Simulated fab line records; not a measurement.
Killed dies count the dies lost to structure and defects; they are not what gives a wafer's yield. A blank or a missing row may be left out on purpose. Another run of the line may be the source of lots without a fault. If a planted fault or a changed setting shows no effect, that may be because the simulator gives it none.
Which tool did it? || flow n5Finfet || 10 lots, 30 wafers sampled, at 5 steps of a route of 1938

## WHAT EACH GAUGE READ, for each wafer
N5_FIN_CUT_OVL_MEAS_09.
{"lot": "L471", "measured": "day 2 22:55", "on": "overlay-01", "FIN_CUT_OVL (nm)": "-0.4 -0.5 -0.3"}
{"lot": "L472", "measured": "day 3 04:24", "on": "overlay-02", "FIN_CUT_OVL (nm)": "0.0 -0.1 0.1"}
{"lot": "L474", "measured": "day 3 17:46", "on": "overlay-02", "FIN_CUT_OVL (nm)": "-0.5 -0.5 -0.8"}
{"lot": "L475", "measured": "day 3 22:20", "on": "overlay-02", "FIN_CUT_OVL (nm)": "-0.2 -0.3 -0.8"}
{"lot": "L477", "measured": "day 4 09:50", "on": "overlay-02", "FIN_CUT_OVL (nm)": "-0.5 -0.1 0.3"}
{"lot": "L478", "measured": "day 4 14:34", "on": "overlay-01", "FIN_CUT_OVL (nm)": "-0.4 -0.7 -0.3"}
{"lot": "L484", "measured": "day 6 03:04", "on": "overlay-01", "FIN_CUT_OVL (nm)": "0.1 -0.1 0.3"}
{"lot": "L487", "measured": "day 6 21:01", "on": "overlay-01", "FIN_CUT_OVL (nm)": "-1.1 -1.3 -0.6"}
{"lot": "L488", "measured": "day 7 02:32", "on": "overlay-01", "FIN_CUT_OVL (nm)": "0.0 0.4 0.9"}
{"lot": "L489", "measured": "day 7 08:14", "on": "overlay-02", "FIN_CUT_OVL (nm)": "-0.4 0.1 -1.1"}

N5_BEOL_M4_RC_MEAS_101.
{"lot": "L471", "measured": "day 9 02:25", "on": "prober-02", "DIBL_N (mV/V)": "33.3 36.6 34.8", "DIBL_P (mV/V)": "33.6 37.5 34.4", "IOFF_N (nA/um)": "0.12 0.17 0.14", "IOFF_P (nA/um)": "0.15 0.20 0.15", "ION_N (uA/um)": "657 680 656", "ION_P (uA/um)": "446 458 444", "SS_N (mV/dec)": "70.9 72.6 71.8", "SS_P (mV/dec)": "73.0 73.8 73.3", "VT_N (mV)": "253 247 251", "VT_P (mV)": "-255 -251 -255"}
{"lot": "L472", "measured": "day 9 00:44", "on": "prober-01", "DIBL_N (mV/V)": "32.4 32.1 34.7", "DIBL_P (mV/V)": "31.1 31.3 33.8", "IOFF_N (nA/um)": "0.10 0.10 0.13", "IOFF_P (nA/um)": "0.14 0.14 0.18", "ION_N (uA/um)": "662 648 674", "ION_P (uA/um)": "457 454 465", "SS_N (mV/dec)": "71.0 70.5 71.4", "SS_P (mV/dec)": "72.7 72.4 74.1", "VT_N (mV)": "259 260 255", "VT_P (mV)": "-258 -257 -251"}
{"lot": "L474", "measured": "day 9 19:13", "on": "prober-01", "DIBL_N (mV/V)": "43.9 41.1 37.2", "DIBL_P (mV/V)": "43.5 40.2 35.3", "IOFF_N (nA/um)": "0.29 0.22 0.14", "IOFF_P (nA/um)": "0.34 0.26 0.19", "ION_N (uA/um)": "693 687 684", "ION_P (uA/um)": "471 469 467", "SS_N (mV/dec)": "72.5 72.6 71.3", "SS_P (mV/dec)": "75.3 74.2 73.0", "VT_N (mV)": "245 243 252", "VT_P (mV)": "-245 -247 -255"}
{"lot": "L475", "measured": "day 9 22:17", "on": "prober-01", "DIBL_N (mV/V)": "36.5 34.2 35.0", "DIBL_P (mV/V)": "35.6 34.0 34.3", "IOFF_N (nA/um)": "0.15 0.13 0.13", "IOFF_P (nA/um)": "0.20 0.19 0.19", "ION_N (uA/um)": "672 682 673", "ION_P (uA/um)": "462 473 465", "SS_N (mV/dec)": "71.5 70.9 70.7", "SS_P (mV/dec)": "73.3 72.4 72.6", "VT_N (mV)": "249 253 251", "VT_P (mV)": "-249 -250 -249"}
{"lot": "L477", "measured": "day 9 23:51", "on": "prober-02", "DIBL_N (mV/V)": "37.8 35.3 35.8", "DIBL_P (mV/V)": "37.3 34.2 33.6", "IOFF_N (nA/um)": "0.16 0.12 0.13", "IOFF_P (nA/um)": "0.19 0.16 0.15", "ION_N (uA/um)": "675 644 653", "ION_P (uA/um)": "459 445 446", "SS_N (mV/dec)": "71.2 70.9 71.9", "SS_P (mV/dec)": "73.3 73.4 72.5", "VT_N (mV)": "252 259 256", "VT_P (mV)": "-254 -256 -259"}
{"lot": "L478", "measured": "day 10 11:47", "on": "prober-01", "DIBL_N (mV/V)": "32.1 37.1 35.9", "DIBL_P (mV/V)": "32.0 37.1 37.0", "IOFF_N (nA/um)": "0.11 0.16 0.15", "IOFF_P (nA/um)": "0.13 0.19 0.20", "ION_N (uA/um)": "679 687 676", "ION_P (uA/um)": "457 463 453", "SS_N (mV/dec)": "70.8 72.5 71.3", "SS_P (mV/dec)": "71.7 72.6 72.6", "VT_N (mV)": "251 250 247", "VT_P (mV)": "-258 -254 -252"}
{"lot": "L484", "measured": "day 11 22:24", "on": "prober-01", "DIBL_N (mV/V)": "36.0 37.0 34.2", "DIBL_P (mV/V)": "37.5 38.6 34.9", "IOFF_N (nA/um)": "0.18 0.19 0.15", "IOFF_P (nA/um)": "0.24 0.25 0.19", "ION_N (uA/um)": "687 691 694", "ION_P (uA/um)": "470 475 480", "SS_N (mV/dec)": "71.2 71.3 71.1", "SS_P (mV/dec)": "73.3 73.8 72.6", "VT_N (mV)": "246 246 249", "VT_P (mV)": "-246 -247 -250"}
{"lot": "L487", "measured": "day 12 17:16", "on": "prober-02", "DIBL_N (mV/V)": "38.6 39.9 38.5", "DIBL_P (mV/V)": "39.0 42.4 39.0", "IOFF_N (nA/um)": "0.18 0.22 0.20", "IOFF_P (nA/um)": "0.23 0.29 0.25", "ION_N (uA/um)": "675 696 689", "ION_P (uA/um)": "464 482 472", "SS_N (mV/dec)": "71.9 72.1 71.6", "SS_P (mV/dec)": "73.4 73.9 73.0", "VT_N (mV)": "249 245 246", "VT_P (mV)": "-250 -248 -250"}
{"lot": "L488", "measured": "day 13 05:34", "on": "prober-02", "DIBL_N (mV/V)": "38.0 34.9 34.1", "DIBL_P (mV/V)": "39.0 35.5 34.3", "IOFF_N (nA/um)": "0.20 0.15 0.13", "IOFF_P (nA/um)": "0.25 0.19 0.18", "ION_N (uA/um)": "685 689 664", "ION_P (uA/um)": "465 469 458", "SS_N (mV/dec)": "72.1 71.6 71.3", "SS_P (mV/dec)": "74.5 73.0 73.1", "VT_N (mV)": "248 250 253", "VT_P (mV)": "-251 -250 -254"}
{"lot": "L489", "measured": "day 13 02:10", "on": "prober-02", "DIBL_N (mV/V)": "35.9 32.9 33.8", "DIBL_P (mV/V)": "36.9 32.5 31.9", "IOFF_N (nA/um)": "0.17 0.12 0.12", "IOFF_P (nA/um)": "0.28 0.19 0.18", "ION_N (uA/um)": "684 663 656", "ION_P (uA/um)": "476 462 454", "SS_N (mV/dec)": "71.5 70.3 70.8", "SS_P (mV/dec)": "74.2 72.6 72.2", "VT_N (mV)": "249 255 252", "VT_P (mV)": "-243 -249 -251"}

## WHAT TOOL EACH LOT RAN ON (gives the tool, then ch and the chambers of the sampled wafers, and finally the start)
{"lot": "L471", "N5_FIN_CUT_STRIP_24": "rieDiel-03 ch 1,2, day 2 23:25", "N5_FIN_CUT_PRECLEAN_35": "vaporEtch-02 ch 0,1, day 2 23:34", "N5_STI_FIN_REVEAL_ALD_00": "aldSin-03 ch 1,2, day 2 23:57"}
{"lot": "L472", "N5_FIN_CUT_STRIP_24": "rieDiel-05 ch 0,3, day 3 04:55", "N5_FIN_CUT_PRECLEAN_35": "vaporEtch-02 ch 0,1, day 3 05:02", "N5_STI_FIN_REVEAL_ALD_00": "aldSin-03 ch 0,2,3, day 3 06:23"}
{"lot": "L474", "N5_FIN_CUT_STRIP_24": "rieDiel-05 ch 0,2,3, day 3 18:16", "N5_FIN_CUT_PRECLEAN_35": "vaporEtch-02 ch 0,1, day 3 18:25", "N5_STI_FIN_REVEAL_ALD_00": "aldSin-01 ch 1,2, day 3 19:29"}
{"lot": "L475", "N5_FIN_CUT_STRIP_24": "rieDiel-02 ch 0,2,3, day 3 22:51", "N5_FIN_CUT_PRECLEAN_35": "vaporEtch-02 ch 0,1, day 3 22:59", "N5_STI_FIN_REVEAL_ALD_00": "aldSin-03 ch 0,1, day 3 23:23"}
{"lot": "L477", "N5_FIN_CUT_STRIP_24": "rieDiel-02 ch 0,1,3, day 4 10:21", "N5_FIN_CUT_PRECLEAN_35": "vaporEtch-02 ch 0,1, day 4 10:29", "N5_STI_FIN_REVEAL_ALD_00": "aldSin-03 ch 0,1,3, day 4 10:53"}
{"lot": "L478", "N5_FIN_CUT_STRIP_24": "rieDiel-03 ch 2,3, day 4 15:11", "N5_FIN_CUT_PRECLEAN_35": "vaporEtch-02 ch 0,1, day 4 15:20", "N5_STI_FIN_REVEAL_ALD_00": "aldSin-04 ch 0,1,3, day 4 17:11"}
{"lot": "L484", "N5_FIN_CUT_STRIP_24": "rieDiel-02 ch 0,1,2, day 6 03:34", "N5_FIN_CUT_PRECLEAN_35": "vaporEtch-01 ch 0,1, day 6 03:43", "N5_STI_FIN_REVEAL_ALD_00": "aldSin-03 ch 0,3, day 6 04:06"}
{"lot": "L487", "N5_FIN_CUT_STRIP_24": "rieDiel-03 ch 0,3, day 6 21:45", "N5_FIN_CUT_PRECLEAN_35": "vaporEtch-02 ch 0,1, day 6 21:53", "N5_STI_FIN_REVEAL_ALD_00": "aldSin-04 ch 0,1,2, day 6 22:17"}
{"lot": "L488", "N5_FIN_CUT_STRIP_24": "rieDiel-05 ch 0,1,3, day 7 03:08", "N5_FIN_CUT_PRECLEAN_35": "vaporEtch-02 ch 0,1, day 7 03:16", "N5_STI_FIN_REVEAL_ALD_00": "aldSin-04 ch 1,2,3, day 7 03:51"}
{"lot": "L489", "N5_FIN_CUT_STRIP_24": "rieDiel-05 ch 0,2, day 7 08:56", "N5_FIN_CUT_PRECLEAN_35": "vaporEtch-02 ch 0, day 7 09:04", "N5_STI_FIN_REVEAL_ALD_00": "aldSin-01 ch 0,1,2, day 7 09:38"}
- N5_FIN_CUT_STRIP_24: strips in CF4.
- N5_FIN_CUT_PRECLEAN_35: cleans in vHF, time 13.3 s.
- N5_STI_FIN_REVEAL_ALD_00: deposits SiO2, target thk 1 nm, pulse time 1 s.

## WHAT THE TOOLS THEMSELVES READ (means of the sampled wafers that have a number; where no wafer has one, the mark that the record gives instead)
N5_FIN_CUT_STRIP_24.
{"lot": "L471", "tool": "rieDiel-03", "drypumpMotorCurrentA (A)": 5.4, "oesProductAu (a.u.)": 0.71, "rfVppV (V)": 271.3, "showerheadPlenumPTorr (Torr)": 1.85, "throttleValvePct (%)": 13.76}
{"lot": "L472", "tool": "rieDiel-05", "drypumpMotorCurrentA (A)": 6.2, "oesProductAu (a.u.)": 0.81, "rfVppV (V)": 271.2, "showerheadPlenumPTorr (Torr)": 1.78, "throttleValvePct (%)": 13.64}
{"lot": "L474", "tool": "rieDiel-05", "drypumpMotorCurrentA (A)": 6.0, "oesProductAu (a.u.)": 0.81, "rfVppV (V)": 270.8, "showerheadPlenumPTorr (Torr)": 1.80, "throttleValvePct (%)": 13.55}
{"lot": "L475", "tool": "rieDiel-02", "drypumpMotorCurrentA (A)": 5.7, "oesProductAu (a.u.)": 0.81, "rfVppV (V)": 271.2, "showerheadPlenumPTorr (Torr)": 1.77, "throttleValvePct (%)": 13.40}
{"lot": "L477", "tool": "rieDiel-02", "drypumpMotorCurrentA (A)": 5.5, "oesProductAu (a.u.)": 0.84, "rfVppV (V)": 270.3, "showerheadPlenumPTorr (Torr)": 1.75, "throttleValvePct (%)": 13.27}
{"lot": "L478", "tool": "rieDiel-03", "drypumpMotorCurrentA (A)": 6.0, "oesProductAu (a.u.)": 0.75, "rfVppV (V)": 272.2, "showerheadPlenumPTorr (Torr)": 1.85, "throttleValvePct (%)": 13.60}
{"lot": "L484", "tool": "rieDiel-02", "drypumpMotorCurrentA (A)": 5.8, "oesProductAu (a.u.)": 0.81, "rfVppV (V)": 271.1, "showerheadPlenumPTorr (Torr)": 1.75, "throttleValvePct (%)": 13.34}
{"lot": "L487", "tool": "rieDiel-03", "drypumpMotorCurrentA (A)": 5.8, "oesProductAu (a.u.)": 0.83, "rfVppV (V)": 270.1, "showerheadPlenumPTorr (Torr)": 1.77, "throttleValvePct (%)": 13.39}
{"lot": "L488", "tool": "rieDiel-05", "drypumpMotorCurrentA (A)": 5.9, "oesProductAu (a.u.)": 0.76, "rfVppV (V)": 271.6, "showerheadPlenumPTorr (Torr)": 1.80, "throttleValvePct (%)": 13.62}
{"lot": "L489", "tool": "rieDiel-05", "drypumpMotorCurrentA (A)": 5.8, "oesProductAu (a.u.)": 0.78, "rfVppV (V)": 270.6, "showerheadPlenumPTorr (Torr)": 1.81, "throttleValvePct (%)": 13.50}

N5_FIN_CUT_PRECLEAN_35.
{"lot": "L471", "tool": "vaporEtch-02", "drypumpMotorCurrentA (A)": 5.42}
{"lot": "L472", "tool": "vaporEtch-02", "drypumpMotorCurrentA (A)": 5.41}
{"lot": "L474", "tool": "vaporEtch-02", "drypumpMotorCurrentA (A)": 5.49}
{"lot": "L475", "tool": "vaporEtch-02", "drypumpMotorCurrentA (A)": 5.41}
{"lot": "L477", "tool": "vaporEtch-02", "drypumpMotorCurrentA (A)": 5.42}
{"lot": "L478", "tool": "vaporEtch-02", "drypumpMotorCurrentA (A)": 5.49}
{"lot": "L484", "tool": "vaporEtch-01", "drypumpMotorCurrentA (A)": 5.43}
{"lot": "L487", "tool": "vaporEtch-02", "drypumpMotorCurrentA (A)": 5.42}
{"lot": "L488", "tool": "vaporEtch-02", "drypumpMotorCurrentA (A)": 5.50}
{"lot": "L489", "tool": "vaporEtch-02", "drypumpMotorCurrentA (A)": 5.32}

N5_STI_FIN_REVEAL_ALD_00.
{"lot": "L471", "tool": "aldSin-03", "chamberPressureTorr (Torr)": 2.001, "heaterPowerW (W)": 446, "precursorPulseHeightRel": 1.005}
{"lot": "L472", "tool": "aldSin-03", "chamberPressureTorr (Torr)": 2.002, "heaterPowerW (W)": 496, "precursorPulseHeightRel": 0.977}
{"lot": "L474", "tool": "aldSin-01", "chamberPressureTorr (Torr)": 2.006, "heaterPowerW (W)": 510, "precursorPulseHeightRel": 1.007}
{"lot": "L475", "tool": "aldSin-03", "chamberPressureTorr (Torr)": 1.999, "heaterPowerW (W)": 482, "precursorPulseHeightRel": 0.986}
{"lot": "L477", "tool": "aldSin-03", "chamberPressureTorr (Torr)": 2.000, "heaterPowerW (W)": 480, "precursorPulseHeightRel": 1.011}
{"lot": "L478", "tool": "aldSin-04", "chamberPressureTorr (Torr)": 1.996, "heaterPowerW (W)": 495, "precursorPulseHeightRel": 1.013}
{"lot": "L484", "tool": "aldSin-03", "chamberPressureTorr (Torr)": 2.001, "heaterPowerW (W)": 490, "precursorPulseHeightRel": 1.007}
{"lot": "L487", "tool": "aldSin-04", "chamberPressureTorr (Torr)": 1.998, "heaterPowerW (W)": 512, "precursorPulseHeightRel": 1.005}
{"lot": "L488", "tool": "aldSin-04", "chamberPressureTorr (Torr)": 2.001, "heaterPowerW (W)": 515, "precursorPulseHeightRel": 0.993}
{"lot": "L489", "tool": "aldSin-01", "chamberPressureTorr (Torr)": 2.003, "heaterPowerW (W)": 473, "precursorPulseHeightRel": 1.021}

## THE ANSWER, worked out from the rows above alone
Rule: what is usual is taken from the lots themselves. Put in order of their means at a reading, lots are off if they are a third of the lots or fewer, leave a main group of 4 or more, and stand apart from it by a gap of 3 or more times the standard deviation of the main group's means; of several such gaps the widest counts. If all means in a main group match to the digits the tables above print for the reading, that group is not used. Also off: a lot with no number at a reading for which 4 or more lots have one. The other lots that the step has rows for count as sound. After the gauges, taken in route order, come the tools' own readings; for these a lot's mean is taken, as printed above. The first step at which some lot is off is used, and at that step the reading that is off furthest; a lot without a number counts as furthest.
No lot is off at any reading shown: from this, nothing can be told.

## WHAT HAD BEEN PUT IN BY THE SIMULATOR
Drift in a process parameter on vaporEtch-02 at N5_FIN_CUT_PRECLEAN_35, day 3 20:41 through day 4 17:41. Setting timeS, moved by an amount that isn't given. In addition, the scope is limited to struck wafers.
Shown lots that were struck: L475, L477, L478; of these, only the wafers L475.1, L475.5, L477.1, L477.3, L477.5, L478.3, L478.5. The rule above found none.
